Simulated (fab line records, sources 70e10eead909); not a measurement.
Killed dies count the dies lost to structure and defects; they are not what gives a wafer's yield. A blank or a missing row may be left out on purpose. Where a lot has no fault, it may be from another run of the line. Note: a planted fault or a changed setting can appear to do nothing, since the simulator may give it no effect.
A struck lot beside a sound one | flow nand harc | 15 out of 1302 route steps
Sound: the wafers L617.3, L617.5, L617.6. Struck: wafer L609.6; the same lot's L609.3 was not struck, so it is left out; see the end for the cause.
For every step that has rows: the tool of each side, followed by ch and its chambers, followed by its first start. Under that, the readings that differ: sound wafers | struck wafers | difference of the means | sigmas: that difference in standard deviations of wafers without a fault.
alike: words and numbers the same on both sides, and readings whose means are apart by under 2 such deviations; not compared: readings that were withheld, readings missing a value for some wafer, numbers with overlapping values and no deviation given by the record, and bounds like >300 which may hide the same value.
Wherever a step has rows on one side only, a row that says differs or no value, or a row with sigmas, the two part there. When numbers do not overlap yet have no deviation, they are printed without sigmas and do not part them. A reading missing from all wafers of one side parts the sides only when that side holds two or more wafers.

first, 6 steps without rows for these wafers: NHARC_A_CONTACT_COAT_36 (resist thk 90 nm); NHARC_A_CONTACT_SOFTBAKE_37 (time 55 s); NHARC_A_CONTACT_EBR_38; NHARC_A_CONTACT_EXPOSE_39 (exposes mask A CC 3); NHARC_A_CONTACT_PEB_40 (peb time 65 s); NHARC_A_CONTACT_DEVELOP_41 (develop time 35 s).
NHARC_A_CONTACT_CD_MEAS_42 targets a cd of 300 nm.
  sound on cd sem-01 ch 0, day 30 02:47; struck on cd sem-03 ch 0, day 26 05:01
  alike: cd nm
NHARC_A_CONTACT_OVL_MEAS_43:
  sound: overlay-01 at day 30 02:53; struck: overlay-02 at day 26 05:06
  alike: overlay x nm, overlay y nm
NHARC_A_CONTACT_INSPECT_44:
  sound: defect inspect-01 at day 30 02:55; struck: defect inspect-02 at day 26 05:08
  reading          | sound    | struck | difference | sigmas
  raw defect count | 15 24 16 | 128    | +110       | +3
NHARC_A_CONTACT_DESCUM_47: chemistry O2, time 3 s.
  sound on rie diel-05 ch 0,1, day 30 02:59; struck on rie diel-05 ch 0, day 26 05:15
  alike: drypump motor current A, oes product au, rf vpp V, showerhead plenum p Torr, throttle valve pct
  not compared: rf hours counter h
NHARC_A_CONTACT_ETCH_48: etches the open film in CF4, target depth 39 nm, time 65 s.
  sound on rie diel-05 ch 0,3, day 30 03:04; struck on rie diel-05 ch 2, day 26 06:16
  reading      | sound             | struck | difference | sigmas
  rf vpp V (V) | 152.6 152.5 150.8 | 149.7  | -2.3       | -2
  alike: drypump motor current A, oes product au, run length s, showerhead plenum p Torr, throttle valve pct
  not compared: rf hours counter h
NHARC_A_CONTACT_ETCH_49: etches the open film in N2/H2, target depth 260 nm, time 475.3 s.
  sound on rie diel-05 ch 0,2,3; struck on rie diel-05 ch 0
  alike: drypump motor current A, oes product au, rf vpp V, run length s, showerhead plenum p Torr, throttle valve pct
  not compared: rf hours counter h
NHARC_A_CONTACT_ETCH_50: etches the open film in CF4/CHF3, target depth 121 nm, time 60.5 s.
  sound on rie diel-05 ch 2,3, day 30 04:14; struck on rie diel-05 ch 3, day 26 07:08
  reading          | sound          | struck | difference | sigmas
  run length s (s) | 82.5 81.9 83.2 | 71.1   | -11.4      | -22
  alike: drypump motor current A, oes product au, rf vpp V, showerhead plenum p Torr, throttle valve pct
  not compared: rf hours counter h
NHARC_A_CONTACT_ETCH_51: etches the open film in O2/COS, target depth 7000 nm, time 1820 s.
  sound on rie diel-05 ch 1,2,3; struck on rie diel-05 ch 3
  alike: drypump motor current A, oes product au, rf vpp V, run length s, showerhead plenum p Torr, throttle valve pct
  not compared: rf hours counter h
after that, 1 step had no rows for these wafers: NHARC_END_SORT_01.

## WHERE THEY PART
First at NHARC_A_CONTACT_INSPECT_44; last, within this record, at NHARC_A_CONTACT_ETCH_50. Later steps at which nothing parts them and some readings are alike: NHARC_A_CONTACT_ETCH_51.

WHY: whatever the simulator had introduced
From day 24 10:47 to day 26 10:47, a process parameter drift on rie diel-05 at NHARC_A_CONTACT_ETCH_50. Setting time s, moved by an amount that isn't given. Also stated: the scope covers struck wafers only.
